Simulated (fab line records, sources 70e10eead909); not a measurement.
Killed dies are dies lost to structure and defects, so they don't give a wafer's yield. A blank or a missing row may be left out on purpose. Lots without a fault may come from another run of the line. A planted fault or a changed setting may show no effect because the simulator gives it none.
One fault seen from 2 desks | flow nand_harc | each desk has only its own numbers; what lay behind them comes last

THE METROLOGY DESK
What the gauges read, lot by lot, whatever tool the lot ran on: means of the sampled wafers that have a number. A lot is out of limits, marked OUT, if its mean lies more than 4 standard deviations from the usual mean; the brackets give that distance.
Columns: A = cd_nm at NHARC_A_CHANNEL_HOLE_D2_CD_MEAS_31, usual 90.1 nm
lot  | first seen here | A
L858 | day 13 16:11    | 90.1
L859 | day 14 14:56    | 90.2
L860 | day 14 22:14    | 89.7
L861 | day 15 05:24    | 89.2
L862 | day 15 22:07    | 91.6
L863 | day 16 05:59    | 91.7
L864 | day 17 09:20    | 89.3
L866 | day 18 00:22    | 89.4
L868 | day 18 17:25    | 90.9
L873 | day 20 08:44    | 90.0
L876 | day 22 10:15    | 88.4
L879 | day 22 20:31    | 91.7
L878 | day 23 00:40    | 88.9
This desk's finding: nothing out of limits on any of the 13 lots.

THE TOOL OWNER'S DESK: rie_si-01
The tool's own readings at NHARC_A_CHANNEL_FILL_D2_ETCHBACK_19 (etches the open film in HBr/Cl2, target depth 5 nm, time 1.7 s): means of the sampled wafers that have a number, for each lot that ran on this tool. A lot is out of limits, marked OUT, if its mean lies more than 4 standard deviations from the usual mean; the brackets give that distance.
Columns: A = bias_w at NHARC_A_CHANNEL_FILL_D2_ETCHBACK_19, usual 100.01 W; B = drypump_motor_current_A at NHARC_A_CHANNEL_FILL_D2_ETCHBACK_19, usual 5.8 A; C = he_backside_leak_sccm at NHARC_A_CHANNEL_FILL_D2_ETCHBACK_19, usual 2.72 sccm; D = oes_product_au at NHARC_A_CHANNEL_FILL_D2_ETCHBACK_19, usual 1.002 a.u.; E = throttle_valve_pct at NHARC_A_CHANNEL_FILL_D2_ETCHBACK_19, usual 26.407 %
lot  | first seen here | A      | B   | C    | D     | E
L858 | day 14 16:43    | 100.10 | 6.0 | 2.77 | 0.994 | 26.415
L860 | day 15 22:38    | 99.82  | 6.1 | 2.85 | 0.981 | 26.406
L864 | day 18 10:07    | 99.98  | 6.1 | 2.83 | 1.000 | 26.410
L868 | day 19 18:07    | 100.00 | 5.9 | 2.78 | 0.970 | 26.409
This desk's finding: nothing out of limits on any of the 4 lots.

PUT TOGETHER
The metrology desk saw nothing out of limits.
The tool owner's desk saw nothing out of limits.

WHAT THE SIMULATOR HAD PUT IN
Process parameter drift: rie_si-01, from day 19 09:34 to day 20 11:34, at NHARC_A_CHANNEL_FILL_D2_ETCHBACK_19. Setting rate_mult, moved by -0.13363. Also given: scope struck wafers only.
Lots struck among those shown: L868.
